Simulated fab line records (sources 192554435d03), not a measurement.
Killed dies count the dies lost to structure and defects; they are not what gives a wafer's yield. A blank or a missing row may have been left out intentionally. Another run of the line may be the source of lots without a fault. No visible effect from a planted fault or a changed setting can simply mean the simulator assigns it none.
Chamber matching    flow n5 finfet    4 sister chambers for N5_BEOL_M0_ETCH_138 on rie diel-06
The step etches SiCN in CH3F/O2, target depth 12 nm, time 31.6 s. 4 wafers are shown with their chamber, then 7 later ones without.

## WAFERS WITH THEIR CHAMBER
wafer   chamber  throttle valve pct (%)
L079.6  1        16.66
L086.5  0        15.86
L086.6  3        16.15
L090.5  2        16.52

## WAFERS WHOSE CHAMBER IS MISSING
wafer   throttle valve pct (%)
L090.6  15.88
L092.3  16.55
L092.4  16.52
L092.5  16.18
L097.1  16.21
L097.2  16.57
L097.6  16.23

## THE CHAMBER EACH PASSED THROUGH
wafer    from the rows above       in truth
L090.6   0                         0
L092.3   can't be placed: 2 or 1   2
L092.4   2                         2
L092.5   3                         3
L097.1   3                         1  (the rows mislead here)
L097.2   can't be placed: 2 or 1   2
L097.6   3                         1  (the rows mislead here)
Correctly placed: 3 of 7. Not placeable from these rows: 2 (in 2, the candidates include the true chamber). Wrongly placed: 2.
How it was worked out, from the rows above alone: a wafer's distance from a chamber is the root of the sum, over the readings, of the square of ((its reading less the chamber's mean) divided by the reading's scatter). The wafer belongs to the nearest chamber; if the next one is less than 2 further off, it can't be placed. The mean given for a chamber averages the wafers shown for that chamber. The scatter (one wafer shown for each chamber): square how far every hidden wafer sits from the nearest shown wafer, average those squares and take the square root.
